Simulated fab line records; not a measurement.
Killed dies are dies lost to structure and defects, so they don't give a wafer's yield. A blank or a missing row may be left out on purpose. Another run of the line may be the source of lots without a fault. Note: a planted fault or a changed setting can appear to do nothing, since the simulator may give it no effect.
8D (eight disciplines) problem report, filled in by code    flow n5_finfet    the parts of the form that need people (team, actions taken, sign-off) are left out
Where a reading is given only as a bound, like >300, the bound stands for it, and a mean or a difference that rests on one is marked > or <: the true number lies beyond.

## 1. PROBLEM STATEMENT
Mean of raw_defect_count at N5_BEOL_M0_SAQP_INSPECT_42: 1165 across 6 wafers in 2 lots; on wafers with no fault it is 291 (standard deviation 80). Measured from the usual mean, that is +11 standard deviations.
The step: inspects for defects (brightfield).
First seen on wafer L716.2, day 9 03:36, on defect_inspect-01. At this step, 12 wafers from 4 lots have a number in the record. By rule, "out" or "out of limits" means more than 4 standard deviations away from the usual mean. All remaining wafers that have a number are taken as sound.

## 2. WHAT THIS IS AND IS NOT
question                     is                      is not
which readings at this step  raw_defect_count        -
which lots                   L716, L717              L710, L721
which wafers of those lots   all that have a number  -
read on which gauges         defect_inspect-01       -
when                         from day 9 03:36        up to then (3 sound wafers); but 3 sound wafers of L721 came after

## 3. WHAT RULES OUT EACH SUSPECT
Counting: a tool at a process step up to the reading stays a suspect if it ran every lot that is out and no sound lot after the first of them.
- ruled out: the gauge at N5_BEOL_M0_SAQP_INSPECT_42. All the wafers that are out were read on defect_inspect-01, but those of them that N5_PASSIVATION_PROBE_49 has rows for are out there too, on other tools.
- rie_diel-01 at N5_BEOL_M0_SAQP_STRIP_108 (strips in N2/H2): kept. It ran every lot that is out, first L716 (day 9 02:15), and no sound lot after that; its last sound lot up to then is L710 (day 7 07:10).
Remaining after the count: rie_diel-01 at N5_BEOL_M0_SAQP_STRIP_108.

## 4. THE CAUSE (what the simulator had put in)
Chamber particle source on rie_diel-01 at N5_BEOL_M0_SAQP_STRIP_108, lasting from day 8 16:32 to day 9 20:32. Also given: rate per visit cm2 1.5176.
The count eliminated every tool but this one.

## 5. SEQUENCE OF EFFECTS, ordered by route
Rows list readings where the struck wafers' mean (over those with a number) sits beyond 3 standard deviations from the usual. Only readings for which the record gives a usual standard deviation are gone through. hours: the time from each lot's start at the first step in this table that gives one to its start at this step, as a median over the lots. sigmas: the change in usual standard deviations.
hours  step                        reading               usual   on struck wafers  change  sigmas
0      N5_BEOL_M0_SAQP_INSPECT_42  raw_defect_count      291     1165              +874    +11
2      N5_BEOL_M0_CUTY_INSPECT_59  raw_defect_count      2.0     >300              >+298   +99 or more
160    N5_PASSIVATION_PROBE_49     defect_limited_yield  91.3 %  82.0              -9.3    -6.7
160    N5_PASSIVATION_PROBE_49     killed_at_M0_to_M3    32      157               +125    +13
160    N5_PASSIVATION_PROBE_49     killed_dies           103     213               +110    +6.5
160    N5_PASSIVATION_PROBE_49     sort_bin_5_function   5.0 %   10.7              +5.7    +6.3
160    N5_PASSIVATION_PROBE_49     sort_n_pass           1076    967               -109    -6.4
160    N5_PASSIVATION_PROBE_49     sort_yield_pct        91.2 %  82.0              -9.2    -6.6
Here are the process steps it includes:
- N5_PASSIVATION_PROBE_49
Later measuring or inspecting steps at which every struck wafer that the step has a row for has a number for every such reading, and none has moved that far: N5_BEOL_M4_RC_MEAS_101.

## 6. HOW IT WOULD HAVE BEEN CAUGHT EARLIER
11 hours passed between the start of the fault at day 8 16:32 and the first reading out of limits at a measuring or inspecting step in this record, taken at day 9 03:36.
Of the tool readings at N5_BEOL_M0_SAQP_STRIP_108 for which the record gives a usual standard deviation, none was out on any struck wafer, so an alarm limit of 4 standard deviations on them would not have fired.
Lots out: 2; of these, L717 started N5_BEOL_M0_SAQP_STRIP_108 on rie_diel-01 after day 9 03:36. Putting the tool on hold at that point would have spared it.
